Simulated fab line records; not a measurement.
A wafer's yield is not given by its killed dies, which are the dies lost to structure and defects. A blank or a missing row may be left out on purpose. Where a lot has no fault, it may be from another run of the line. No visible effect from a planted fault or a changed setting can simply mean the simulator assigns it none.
fab line records	flow nand_harc
record lots=13	wafers=39	last_day=32
route steps=1302 shown A_BONDPAD@1226 THIN_TSV@1262 END@1302
lots that met no fault: from a run of the same line without faults
start_h: hours from the record's opening day to when the first of the lot's shown wafers began	wait_h: how many hours have passed since the lot's step before this one	" unchanged from the row above	L1.1+2: one row covering several wafers at once	- no value, or no start was given	* or withheld: withheld	< > ~ a bound
route shown NAME@n: names a module that has steps shown in the file, with the first one's number in the route	usual: the fault-free wafers' mean and standard deviation	same: alike in all rows	chamber/n: place in a boat	sites: readings site by site	_std_site: standard deviation across them	_edge_site: mean of outer sites minus mean of inner sites	radius_mm: for every site, how far away it sits from the centre of the wafer	mask NAME#n: copy n	behind: the tool/chamber that last shaped the wafer	hold: the reason the lot was held/the length of the hold in hours/how it ended	device: transistor that didn't switch, given as n, p or np	end of line: tests run on the same wafers once the route is complete	step lacking rows: just its recipe	killed: the dies lost at the first sort to structure and to defects; this is not the yield of the wafer	map: a wafer's dies, x killed, . not, _ none there
set.NAME: the setting the step ran with; set.NAME@STEP: the setting that earlier step ran with	model.NAME: the simulator's own value behind a step, which no gauge read
the route's steps for a sample of lots (tables are steps, rows are wafers)
services: a tool's chamber out of use, with start hour (start_h, from the record's first day; less than 0 if before it), hours out, and reason
## steps
# step NHARC_A_BONDPAD_PRE_CLEAN_26
# recipe time_s=30	temp_c=280	gas=H2/He
# usual heater_power_w=413/46
lot.wafer	tool	chamber	start_h	wait_h	heater_power_w
L780.1	pvd_sputter-02	-	-	-	410
L780.3	"	-	"	"	386
L780.2	"	-	"	"	471
L779.3	pvd_sputter-03	-	-	-	498
L779.5	"	-	"	"	432
L779.6	"	-	"	"	397
L778.1	pvd_sputter-02	-	-	-	360
L778.2	"	-	"	"	384
L778.5	"	-	"	"	357
L781.3	pvd_sputter-02	-	-	-	399
L781.2	"	-	"	"	388
L781.6	"	-	"	"	360
L783.4	pvd_sputter-01	-	-	-	447
L783.3	"	-	"	"	409
L783.5	"	-	"	"	450
L786.1	pvd_sputter-03	-	-	-	497
L786.5	"	-	"	"	394
L786.6	"	-	"	"	504
L784.3	pvd_sputter-02	-	-	-	360
L784.5	"	-	"	"	393
L784.6	"	-	"	"	471
L785.4	pvd_sputter-03	-	-	-	357
L785.3	"	-	"	"	439
L785.1	"	-	"	"	397
L789.1	pvd_sputter-03	-	-	-	370
L789.3	"	-	"	"	435
L789.5	"	-	"	"	389
L788.3	pvd_sputter-03	-	-	-	489
L788.1	"	-	"	"	417
L788.6	"	-	"	"	393
L790.4	pvd_sputter-03	-	-	-	355
L790.1	"	-	"	"	420
L790.5	"	-	"	"	414
L792.1	pvd_sputter-03	-	-	-	431
L792.4	"	-	"	"	394
L792.5	"	-	"	"	420
L798.1	pvd_sputter-01	-	-	-	338
L798.4	"	-	"	"	400
L798.3	"	-	"	"	451
# step NHARC_A_BONDPAD_PVD_27
# recipe target_thk_a=300	chamber_pressure_pa=5	power_w=5000	substrate_temp_c=30	time_s=20.49	material=Cu
# usual substrate_temp_c=30.00/0.1	throttle_valve_pct=29.5/0.81
lot.wafer	tool	chamber	start_h	wait_h	substrate_temp_c	throttle_valve_pct
L780.1	pvd_sputter-02	-	541.84	-	30.16	30.0
L780.2	"	-	"	"	30.12	30.7
L780.3	"	-	"	"	29.99	29.9
L779.3	pvd_sputter-03	-	542.29	-	30.06	29.5
L779.6	"	-	"	"	29.78	28.6
L779.5	"	-	"	"	30.01	29.5
L778.2	pvd_sputter-02	-	543.43	-	29.84	29.9
L778.1	"	-	"	"	30.10	29.9
L778.5	"	-	"	"	30.09	28.8
L781.2	pvd_sputter-02	-	557.44	-	30.01	29.7
L781.3	"	-	"	"	29.86	28.7
L781.6	"	-	"	"	30.09	29.8
L783.4	pvd_sputter-01	-	592.69	-	29.88	31.2
L783.3	"	-	"	"	30.00	28.3
L783.5	"	-	"	"	30.13	29.2
L786.1	pvd_sputter-03	-	598.77	-	29.95	28.9
L786.6	"	-	"	"	30.02	29.6
L786.5	"	-	"	"	29.87	30.0
L784.3	pvd_sputter-02	-	601.66	-	29.94	28.7
L784.6	"	-	"	"	29.97	30.7
L784.5	"	-	"	"	30.06	30.0
L785.3	pvd_sputter-03	-	629.71	-	29.94	30.2
L785.4	"	-	"	"	30.19	28.9
L785.1	"	-	"	"	30.09	29.4
L789.3	pvd_sputter-03	-	634.16	-	30.03	28.7
L789.1	"	-	"	"	29.96	30.1
L789.5	"	-	"	"	29.94	28.8
L788.3	pvd_sputter-03	-	638.14	-	30.02	29.3
L788.1	"	-	"	"	30.10	28.8
L788.6	"	-	"	"	29.99	28.4
L790.4	pvd_sputter-03	-	655.12	-	30.00	29.0
L790.1	"	-	"	"	30.09	29.4
L790.5	"	-	"	"	30.13	28.9
L792.4	pvd_sputter-03	-	674.10	-	30.14	30.2
L792.1	"	-	"	"	29.93	28.7
L792.5	"	-	"	"	29.95	29.5
L798.1	pvd_sputter-01	-	730.62	-	29.96	28.2
L798.3	"	-	"	"	30.02	31.0
L798.4	"	-	"	"	29.90	30.1
# step NHARC_THIN_TSV_ETCH_44
# recipe target_depth_a=15942	time_s=797.1	cf4_flow_sccm=150	o2_flow_sccm=10	ar_flow_sccm=0	rf_w=300	bias_w=800	chemistry=CF4/O2
# usual drypump_motor_current_A=5.7/0.51	oes_product_au=1.000/0.0093	rf_vpp_V=796/5.5	showerhead_plenum_p_Torr=1.87/0.087	throttle_valve_pct=16.915/0.0079
lot.wafer	tool	chamber	start_h	wait_h	drypump_motor_current_A	oes_product_au	rf_hours_counter_h	rf_vpp_V	showerhead_plenum_p_Torr	throttle_valve_pct
L780.1	rie_diel-03	1	555.75	0.1	6.3	0.991	3.7	801	1.94	16.905
L780.2	"	3	"	"	5.0	0.994	3.6	797	1.89	16.903
L780.3	"	0	"	"	5.9	0.995	3.7	793	1.82	16.918
L779.3	rie_diel-03	1	556.97	0.1	6.3	0.990	4.1	801	1.94	16.911
L779.6	"	1	"	"	6.3	0.995	-	800	1.94	16.925
L779.5	"	2	"	"	5.7	1.003	-	786	1.72	16.906
L778.2	rie_diel-03	2	558.10	0.1	5.7	0.993	4.7	786	1.72	16.910
L778.1	"	3	"	"	4.9	0.998	4.2	799	1.89	16.936
L778.5	"	1	"	"	6.3	0.990	-	800	1.94	16.910
L781.3	rie_diel-03	1	572.62	0.1	6.3	0.996	5.8	801	1.94	16.921
L781.2	"	2	"	"	5.7	1.002	5.7	787	1.72	16.917
L781.6	"	0	"	"	5.9	0.988	-	793	1.82	16.926
L783.3	rie_diel-03	1	609.75	0.1	6.3	0.998	7.3	801	1.94	16.911
L783.4	"	0	"	"	6.0	0.991	7.0	794	1.82	16.917
L783.5	"	2	"	"	5.7	0.996	-	787	1.72	16.909
L786.1	rie_diel-01	1	611.01	0.1	5.4	1.010	2.6	801	1.95	16.921
L786.5	"	0	"	"	4.9	1.021	-	798	1.91	16.910
L786.6	"	1	"	"	5.3	1.015	-	802	1.96	16.911
L784.3	rie_diel-04	0	615.64	0.1	5.4	1.007	5.6	798	1.88	16.916
L784.5	"	0	"	"	5.4	0.993	-	796	1.88	16.919
L784.6	"	1	"	"	5.4	1.002	-	803	1.95	16.907
L785.1	rie_diel-04	1	645.65	0.1	5.4	0.993	7.0	802	1.95	16.915
L785.4	"	3	"	"	6.5	0.981	6.2	801	1.95	16.923
L785.3	"	0	"	"	5.4	0.995	7.0	797	1.88	16.918
L788.1	rie_diel-01	2	648.97	0.1	6.3	0.996	4.3	800	1.94	16.922
L788.3	"	3	"	"	6.0	0.995	4.1	788	1.72	16.896
L788.6	"	2	"	"	6.3	1.008	-	802	1.94	16.923
L789.1	rie_diel-03	0	650.07	0.1	6.0	0.999	0.6	793	1.82	16.911
L789.3	"	2	"	"	5.6	1.000	0.7	788	1.72	16.904
L789.5	"	0	"	"	6.0	1.003	-	794	1.82	16.905
L790.1	rie_diel-03	1	670.13	0.2	6.3	1.003	1.5	801	1.94	16.925
L790.4	"	2	"	"	5.7	1.006	-	788	1.72	16.911
L790.5	"	3	"	"	4.9	1.006	-	798	1.89	16.901
L792.4	rie_diel-01	2	688.24	0.1	6.3	1.005	7.0	801	1.94	16.914
L792.1	"	1	"	"	5.3	1.009	6.9	801	1.95	16.926
L792.5	"	2	"	"	6.3	1.015	-	801	1.94	16.901
L798.1	rie_diel-03	1	748.34	0.1	6.3	1.000	5.6	802	1.94	16.906
L798.3	"	3	"	"	5.0	0.999	5.9	797	1.89	16.915
# step NHARC_THIN_TSV_INSPECT_40
# usual raw_defect_count=559/88
lot.wafer	tool	chamber	start_h	wait_h	raw_defect_count
L780.1	defect_inspect-02	-	569.35	0.4	526
L780.2	"	-	"	"	555
L780.3	"	-	"	"	598
L779.3	defect_inspect-01	-	569.36	0.4	508
L779.5	"	-	"	"	571
L779.6	"	-	"	"	463
L778.1	defect_inspect-02	-	569.36	0.4	606
L778.2	"	-	"	"	551
L778.5	"	-	"	"	610
L781.2	defect_inspect-02	-	585.47	0.4	639
L781.3	"	-	"	"	691
L781.6	"	-	"	"	699
L786.1	defect_inspect-01	-	621.43	0.4	586
L786.5	"	-	"	"	561
L786.6	"	-	"	"	444
L783.3	defect_inspect-02	-	621.43	0.4	711
L783.4	"	-	"	"	527
L783.5	"	-	"	"	514
L784.3	defect_inspect-01	-	627.39	0.4	533
L784.5	"	-	"	"	465
L784.6	"	-	"	"	578
L785.1	defect_inspect-02	-	656.72	0.4	523
L785.3	"	-	"	"	555
L785.4	"	-	"	"	671
L788.1	defect_inspect-02	-	660.65	0.4	590
L788.3	"	-	"	"	703
L788.6	"	-	"	"	530
L789.1	defect_inspect-01	-	660.65	0.4	546
L789.3	"	-	"	"	578
L789.5	"	-	"	"	549
L790.1	defect_inspect-02	-	683.79	0.4	642
L790.4	"	-	"	"	631
L790.5	"	-	"	"	559
L792.1	defect_inspect-01	-	700.51	0.4	650
L792.4	"	-	"	"	597
L792.5	"	-	"	"	592
L798.1	defect_inspect-01	-	761.39	0.4	426
L798.3	"	-	"	"	413
# step NHARC_END_SORT_01
# recipe temp_c=25
# usual defect_limited_yield=91.2/2.6	killed_at_array=55/17	killed_at_other=1.1/1.6	killed_at_periphery=3.8/2.5	killed_dies=60/18	killed_open=3.3/1.9	killed_short=2.5/1.7
# same gross_dies=677
lot.wafer	tool	chamber	start_h	wait_h	defect_limited_yield[%]	killed_at_array	killed_at_other	killed_at_periphery	killed_dies	killed_open	killed_short
L798.1	prober-02	0	764.96	2.5	95.4	26	1	4	31	7	1
L798.3	prober-02	0	766.55	3.1	93.8	39	2	1	42	4	2
L798.4	prober-02	0	767.35	3.4	0	672	0	5	677	1	3
# killed by level:class
L798.1 A_CHANNEL_HOLE_D1:chamber_film_flake=6 A_SLIT:chamber_film_flake=5 A_CONTACT:chamber_film_flake=4 P_CONTACT:chamber_film_flake=3 A_M0:chamber_film_flake=3 A_CHANNEL_HOLE_D2:geometric_particle:open=2 A_M0:geometric_particle:open=2 A_DECK1_JOINT:geometric_particle:open=1
L798.3 A_CHANNEL_HOLE_D1:chamber_film_flake=19 A_SLIT:chamber_film_flake=9 A_CONTACT:chamber_film_flake=3 THIN_TSV:chamber_film_flake=2 A_ONON_D1:geometric_particle:open=1 A_CHANNEL_FILL_D1:geometric_particle:open=1 A_ONON_D2:geometric_particle:open=1 A_CHANNEL_FILL_D2:geometric_particle:short=1
L798.4 A_BONDPAD:area_pvd=650 A_CHANNEL_HOLE_D1:chamber_film_flake=10 P_CONTACT:chamber_film_flake=5 A_CONTACT:chamber_film_flake=3 A_CHANNEL_HOLE_D2:geometric_particle:short=2 A_SLIT:chamber_film_flake=2 A_SOURCE_PLATE:geometric_particle:open=1 A_SGD_CUT:geometric_particle:short=1
## services
tool	chamber	start_h	hours	kind
pvd_sputter-03	-	528.59	10.0	pm
rie_diel-04	-	531.99	9.0	pm
rie_diel-01	3	554.33	4.1	repair
rie_diel-01	-	557.82	9.0	pm
rie_diel-04	1	561.06	3.0	repair
pvd_sputter-01	-	582.00	10.0	pm
rie_diel-04	-	583.21	1.2	repair
pvd_sputter-02	-	602.72	1.9	repair
rie_diel-03	-	635.30	9.0	pm
pvd_sputter-02	-	638.04	10.0	pm
rie_diel-01	1	642.48	3.9	repair
rie_diel-03	0	662.72	15.4	repair
rie_diel-04	2	663.02	22.0	repair
rie_diel-03	1	672.78	2.8	repair
rie_diel-04	0	683.46	8.5	repair
rie_diel-03	-	692.76	2.2	repair
pvd_sputter-03	-	706.59	10.0	pm
rie_diel-03	0	708.93	1.6	repair
rie_diel-04	-	708.99	9.0	pm
pvd_sputter-01	-	713.55	1.3	repair
pvd_sputter-03	-	717.21	0.5	repair
rie_diel-01	2	724.30	7.4	repair
rie_diel-01	-	734.82	9.0	pm
rie_diel-04	3	736.89	9.0	repair
## key
first_sign step=NHARC_END_SORT_01	reading=killed_at_array	direction=up	sigmas=35	usual=55	struck=672
effect step=NHARC_END_SORT_01	reading=defect_limited_yield	direction=down	sigmas=35	usual=91.2	struck=0
more_kills_born_at NHARC_A_BONDPAD_PVD_27@pvd_sputter-01=650
met_at NHARC_A_BONDPAD_PVD_27
struck_lots L798
struck_wafers L798.4
later_rows_left_out L798.4
not_acting_at NHARC_A_BONDPAD_PRE_CLEAN_26,NHARC_THIN_TSV_ETCH_44,NHARC_THIN_TSV_INSPECT_40
fault kind=process_parameter_drift	tool=pvd_sputter-01	chamber=-	onset_h=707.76	steps=NHARC_A_BONDPAD_PVD_27	channel=target_thk_a	offset=*	shape=step	end_h=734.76	acts_in=*	stated=*	scope=struck_wafers_only
# later_rows_left_out: the simulator's readings of these wafers behind a module that went badly wrong aren't trusted and aren't shown, but for the sort
